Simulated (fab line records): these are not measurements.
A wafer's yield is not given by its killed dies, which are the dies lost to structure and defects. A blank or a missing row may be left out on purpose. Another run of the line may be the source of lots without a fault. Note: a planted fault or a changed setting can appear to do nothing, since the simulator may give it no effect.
3 desks looking at one fault + flow nandHarc + only its own numbers are on each desk; what lay behind them is given at the end

== THE DEFECT DESK ==
For each lot, the counts of the inspections along the route, averaged over the sampled wafers that have a number. A lot is out of limits, marked OUT, if its mean lies more than 4 standard deviations from the usual mean; the brackets give that distance.
Columns: A = rawDefectCount at NHARC_A_SLIT_INSPECT_11, usual 21; B = rawDefectCount at NHARC_A_SIN_REMOVE_INSPECT_04, usual 307
| lot  | first seen here | A             | B   |
|------|-----------------|---------------|-----|
| L446 | day 15 07:14    | 28            | 368 |
| L443 | day 15 08:57    | 13            | 383 |
| L447 | day 16 12:37    | 13            | 377 |
| L449 | day 16 18:16    | 28            | 320 |
| L448 | day 17 00:41    | 13            | 292 |
| L450 | day 17 00:50    | 19            | 327 |
| L454 | day 17 14:55    | 318 (+30) OUT | 544 |
| L451 | day 18 00:04    | 308 (+29) OUT | 503 |
| L457 | day 18 20:32    | 42            | 359 |
| L461 | day 19 13:50    | 13            | 348 |
| L462 | day 20 09:52    | 14            | 359 |
This desk's finding: out of limits on L451, L454; first on L454, day 17 14:55 (rawDefectCount at NHARC_A_SLIT_INSPECT_11). In limits: L446, L443, L447, L449, L448, L450, L457, L461, L462.

== THE TOOL OWNER'S DESK: aclDep-01 ==
The tool's own readings at NHARC_A_SLIT_DEP_00 (deposits aC, target thk 3200 nm): means of the sampled wafers that have a number, for each lot that ran on this tool. A lot is out of limits, marked OUT, if its mean lies more than 4 standard deviations from the usual mean; the brackets give that distance.
Columns: A = throttleValvePct at NHARC_A_SLIT_DEP_00, usual 35.001 %
| lot  | first seen here | A      |
|------|-----------------|--------|
| L446 | day 15 04:28    | 35.015 |
| L449 | day 16 15:37    | 35.011 |
| L450 | day 16 22:17    | 34.998 |
| L454 | day 17 13:07    | 35.002 |
| L451 | day 17 21:16    | 35.003 |
| L462 | day 20 07:14    | 35.004 |
This desk's verdict: no lot among the 6 shows anything out of limits.

== METROLOGY DESK ==
Lot by lot, what the gauges showed, no matter which tool ran the lot: averages of those sampled wafers that carry a number. A lot is out of limits, marked OUT, if its mean lies more than 4 standard deviations from the usual mean; the brackets give that distance.
Columns: A = cdNm at NHARC_A_SLIT_CD_MEAS_21, usual 289.6 nm
| lot  | first seen here | A     |
|------|-----------------|-------|
| L446 | day 15 10:43    | 289.8 |
| L443 | day 15 12:27    | 289.9 |
| L447 | day 16 16:20    | 289.8 |
| L449 | day 16 22:40    | 289.5 |
| L448 | day 17 04:10    | 290.7 |
| L450 | day 17 05:50    | 289.5 |
| L454 | day 17 18:23    | 289.2 |
| L451 | day 18 03:31    | 289.1 |
| L457 | day 19 00:06    | 290.8 |
| L461 | day 19 17:17    | 289.5 |
| L462 | day 20 13:28    | 290.0 |
This desk's verdict: no lot among the 11 shows anything out of limits.

== TAKEN TOGETHER ==
The defect desk could have raised an alarm at day 17 14:55, on L451, L454.
Nothing out of limits was seen by the tool owner's desk.
Nothing out of limits was seen by the metrology desk.
The tool owner's desk has L451, L454 on record, within its limits.
The metrology desk holds a record of L451, L454, inside its limits.
On aclDep-01, each named lot ran NHARC_A_SLIT_DEP_00.

== WHAT HAD BEEN PUT IN BY THE SIMULATOR ==
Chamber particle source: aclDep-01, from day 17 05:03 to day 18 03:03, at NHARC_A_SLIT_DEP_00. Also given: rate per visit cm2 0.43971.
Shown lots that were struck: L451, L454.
Hours from the fault's start to each desk's first reading out of limits: the defect desk, 10.
